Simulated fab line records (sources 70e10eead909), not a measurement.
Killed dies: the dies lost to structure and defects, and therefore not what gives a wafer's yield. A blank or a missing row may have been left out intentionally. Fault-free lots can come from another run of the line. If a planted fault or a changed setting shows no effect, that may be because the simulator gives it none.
Check for tools in common || flow nand harc || 12 lots and 36 wafers in the sample

== REASON IT WAS OPENED ==
At NHARC_P_GATE_CD_MEAS_46 the reading cd nm is flagged on 1 of 12 lots. Fault-free wafers read 719.4 nm, with a standard deviation of 2.
Rule: a lot is flagged in two cases, either no wafer of it has a number, or all its wafers with numbers fall more than 4 standard deviations from that mean. As for the other lots, they are considered sound.

{"lot": "L594", "measured": "day 6 02:37", "on": "cd sem-01", "cd nm (nm), wafer by wafer": "720.9 721.0 720.8", "flag": ""}
{"lot": "L595", "measured": "day 6 04:30", "on": "cd sem-02", "cd nm (nm), wafer by wafer": "717.8 717.9 719.8", "flag": ""}
{"lot": "L596", "measured": "day 7 02:50", "on": "cd sem-01", "cd nm (nm), wafer by wafer": "718.2 717.1 718.7", "flag": ""}
{"lot": "L600", "measured": "day 8 13:22", "on": "cd sem-02", "cd nm (nm), wafer by wafer": "680.1 683.8 682.7", "flag": "FLAGGED"}
{"lot": "L608", "measured": "day 11 17:10", "on": "cd sem-03", "cd nm (nm), wafer by wafer": "716.9 720.0 717.5", "flag": ""}
{"lot": "L609", "measured": "day 12 04:36", "on": "cd sem-03", "cd nm (nm), wafer by wafer": "720.4 717.8 719.6", "flag": ""}
{"lot": "L610", "measured": "day 12 16:42", "on": "cd sem-01", "cd nm (nm), wafer by wafer": "721.1 721.2 722.1", "flag": ""}
{"lot": "L611", "measured": "day 12 21:35", "on": "cd sem-02", "cd nm (nm), wafer by wafer": "718.1 719.6 718.8", "flag": ""}
{"lot": "L612", "measured": "day 13 08:30", "on": "cd sem-02", "cd nm (nm), wafer by wafer": "722.0 720.0 719.2", "flag": ""}
{"lot": "L614", "measured": "day 14 08:02", "on": "cd sem-02", "cd nm (nm), wafer by wafer": "720.2 718.0 722.7", "flag": ""}
{"lot": "L615", "measured": "day 14 15:58", "on": "cd sem-03", "cd nm (nm), wafer by wafer": "716.0 717.8 716.9", "flag": ""}
{"lot": "L616", "measured": "day 15 00:49", "on": "cd sem-02", "cd nm (nm), wafer by wafer": "717.0 719.0 716.6", "flag": ""}
On average the flagged lots' numbers are 682.2 nm, which is -37.2 nm against the usual, or -19 standard deviations.

== WHICH TOOL RAN EACH LOT ==
Before the reading, the record contains 3 process steps out of a 1302-step route. Cell contents, in order: the tool; ch with the chambers the sampled wafers went through; the start.
{"lot": "L594", "flag": "", "NHARC_P_STI_ETCH_42": "rie diel-08 ch 1,2,3, day 3 06:50", "NHARC_P_GATE_HM_DEP_102": "acl dep-03 ch 0, day 5 13:07", "NHARC_P_GATE_EXPOSE_43": "krf scanner-04 ch 0, day 6 02:28"}
{"lot": "L595", "flag": "", "NHARC_P_STI_ETCH_42": "rie diel-03 ch 1,2,3, day 3 14:58", "NHARC_P_GATE_HM_DEP_102": "acl dep-02 ch 0, day 5 15:33", "NHARC_P_GATE_EXPOSE_43": "krf scanner-01 ch 0, day 6 04:21"}
{"lot": "L596", "flag": "", "NHARC_P_STI_ETCH_42": "rie diel-12 ch 2,3, day 4 03:26", "NHARC_P_GATE_HM_DEP_102": "acl dep-01 ch 0, day 6 11:25", "NHARC_P_GATE_EXPOSE_43": "krf scanner-01 ch 0, day 7 02:41"}
{"lot": "L600", "flag": "FLAGGED", "NHARC_P_STI_ETCH_42": "rie diel-03 ch 2,3, day 5 20:41", "NHARC_P_GATE_HM_DEP_102": "acl dep-01 ch 0, day 8 00:05", "NHARC_P_GATE_EXPOSE_43": "krf scanner-02 ch 0, day 8 13:12"}
{"lot": "L608", "flag": "", "NHARC_P_STI_ETCH_42": "rie diel-03 ch 0,1,2, day 9 01:27", "NHARC_P_GATE_HM_DEP_102": "acl dep-03 ch 0, day 11 01:52", "NHARC_P_GATE_EXPOSE_43": "krf scanner-01 ch 0, day 11 17:01"}
{"lot": "L609", "flag": "", "NHARC_P_STI_ETCH_42": "rie diel-03 ch 1,2,3, day 9 10:37", "NHARC_P_GATE_HM_DEP_102": "acl dep-01 ch 0, day 11 15:34", "NHARC_P_GATE_EXPOSE_43": "krf scanner-04 ch 0, day 12 04:27"}
{"lot": "L610", "flag": "", "NHARC_P_STI_ETCH_42": "rie diel-12 ch 0,1,3, day 10 00:33", "NHARC_P_GATE_HM_DEP_102": "acl dep-01 ch 0, day 12 03:46", "NHARC_P_GATE_EXPOSE_43": "krf scanner-04 ch 0, day 12 16:33"}
{"lot": "L611", "flag": "", "NHARC_P_STI_ETCH_42": "rie diel-08 ch 0,3, day 10 07:00", "NHARC_P_GATE_HM_DEP_102": "acl dep-01 ch 0, day 12 08:31", "NHARC_P_GATE_EXPOSE_43": "krf scanner-01 ch 0, day 12 21:26"}
{"lot": "L612", "flag": "", "NHARC_P_STI_ETCH_42": "rie diel-08 ch 1,2,3, day 10 17:25", "NHARC_P_GATE_HM_DEP_102": "acl dep-01 ch 0, day 12 19:11", "NHARC_P_GATE_EXPOSE_43": "krf scanner-04 ch 0, day 13 08:20"}
{"lot": "L614", "flag": "", "NHARC_P_STI_ETCH_42": "rie diel-08 ch 0,1,3, day 11 14:48", "NHARC_P_GATE_HM_DEP_102": "acl dep-01 ch 0, day 13 18:40", "NHARC_P_GATE_EXPOSE_43": "krf scanner-02 ch 0, day 14 07:53"}
{"lot": "L615", "flag": "", "NHARC_P_STI_ETCH_42": "rie diel-12 ch 0,3, day 11 23:04", "NHARC_P_GATE_HM_DEP_102": "acl dep-02 ch 0, day 14 02:49", "NHARC_P_GATE_EXPOSE_43": "krf scanner-01 ch 0, day 14 15:49"}
{"lot": "L616", "flag": "", "NHARC_P_STI_ETCH_42": "rie diel-03 ch 1,2,3, day 12 09:23", "NHARC_P_GATE_HM_DEP_102": "acl dep-01 ch 0, day 14 11:23", "NHARC_P_GATE_EXPOSE_43": "krf scanner-02 ch 0, day 15 00:40"}
These steps, and what they do:
- NHARC_P_STI_ETCH_42: etches the open film in N2/H2, target depth 80 nm, overetch 24 nm, time 61 s.
- NHARC_P_GATE_HM_DEP_102: deposits aC, target thk 120 nm.
- NHARC_P_GATE_EXPOSE_43: exposes mask P NSD, target cd 720 nm.
- NHARC_P_GATE_CD_MEAS_46: target cd 720 nm.

== FLAGGED AGAINST TOTAL, ONE TOOL AT A TIME (gauges that did the reading follow at the end) ==
{"step": "NHARC_P_STI_ETCH_42", "tool": "rie diel-03", "lots run": 5, "flagged": 1, "share of the flagged lots": "all", "sound lots run after its first flagged lot": "3 (L608,L609,L616)"}
{"step": "NHARC_P_STI_ETCH_42", "tool": "rie diel-08", "lots run": 4, "flagged": 0, "share of the flagged lots": "none", "sound lots run after its first flagged lot": "-"}
{"step": "NHARC_P_STI_ETCH_42", "tool": "rie diel-12", "lots run": 3, "flagged": 0, "share of the flagged lots": "none", "sound lots run after its first flagged lot": "-"}
{"step": "NHARC_P_GATE_HM_DEP_102", "tool": "acl dep-01", "lots run": 8, "flagged": 1, "share of the flagged lots": "all", "sound lots run after its first flagged lot": "6 (L609,L610,L611,L612,L614,L616)"}
{"step": "NHARC_P_GATE_HM_DEP_102", "tool": "acl dep-02", "lots run": 2, "flagged": 0, "share of the flagged lots": "none", "sound lots run after its first flagged lot": "-"}
{"step": "NHARC_P_GATE_HM_DEP_102", "tool": "acl dep-03", "lots run": 2, "flagged": 0, "share of the flagged lots": "none", "sound lots run after its first flagged lot": "-"}
{"step": "NHARC_P_GATE_EXPOSE_43", "tool": "krf scanner-01", "lots run": 5, "flagged": 0, "share of the flagged lots": "none", "sound lots run after its first flagged lot": "-"}
{"step": "NHARC_P_GATE_EXPOSE_43", "tool": "krf scanner-02", "lots run": 3, "flagged": 1, "share of the flagged lots": "all", "sound lots run after its first flagged lot": "2 (L614,L616)"}
{"step": "NHARC_P_GATE_EXPOSE_43", "tool": "krf scanner-04", "lots run": 4, "flagged": 0, "share of the flagged lots": "none", "sound lots run after its first flagged lot": "-"}
{"step": "NHARC_P_GATE_CD_MEAS_46", "tool": "cd sem-01", "lots run": 3, "flagged": 0, "share of the flagged lots": "none", "sound lots run after its first flagged lot": "-"}
{"step": "NHARC_P_GATE_CD_MEAS_46", "tool": "cd sem-02", "lots run": 6, "flagged": 1, "share of the flagged lots": "all", "sound lots run after its first flagged lot": "4 (L611,L612,L614,L616)"}
{"step": "NHARC_P_GATE_CD_MEAS_46", "tool": "cd sem-03", "lots run": 3, "flagged": 0, "share of the flagged lots": "none", "sound lots run after its first flagged lot": "-"}

== WHAT THE TABLE ALLOWS ==
4 rows of the table ran every flagged lot: rie diel-03 at NHARC_P_STI_ETCH_42, acl dep-01 at NHARC_P_GATE_HM_DEP_102, krf scanner-02 at NHARC_P_GATE_EXPOSE_43, cd sem-02 at NHARC_P_GATE_CD_MEAS_46.
- rie diel-03 at NHARC_P_STI_ETCH_42: 1 of its 5 lots flagged. After the first flagged lot (L608, L609, L616), sound lots still ran on it; a lasting fault on the whole tool would not permit that.
- acl dep-01 at NHARC_P_GATE_HM_DEP_102: 1 of its 8 lots flagged. After the first flagged lot (L609, L610, L611, L612, L614, L616), sound lots still ran on it; a lasting fault on the whole tool would not permit that.
- krf scanner-02 at NHARC_P_GATE_EXPOSE_43: 1 of its 3 lots flagged. After the first flagged lot (L614, L616), sound lots still ran on it; a lasting fault on the whole tool would not permit that.
- cd sem-02 at NHARC_P_GATE_CD_MEAS_46: 1 of its 6 lots flagged. After the first flagged lot (L611, L612, L614, L616), sound lots still ran on it; a lasting fault on the whole tool would not permit that.
No row of the table ran every flagged lot and no sound lot after the first.

== WHAT HAD BEEN PUT IN BY THE SIMULATOR ==
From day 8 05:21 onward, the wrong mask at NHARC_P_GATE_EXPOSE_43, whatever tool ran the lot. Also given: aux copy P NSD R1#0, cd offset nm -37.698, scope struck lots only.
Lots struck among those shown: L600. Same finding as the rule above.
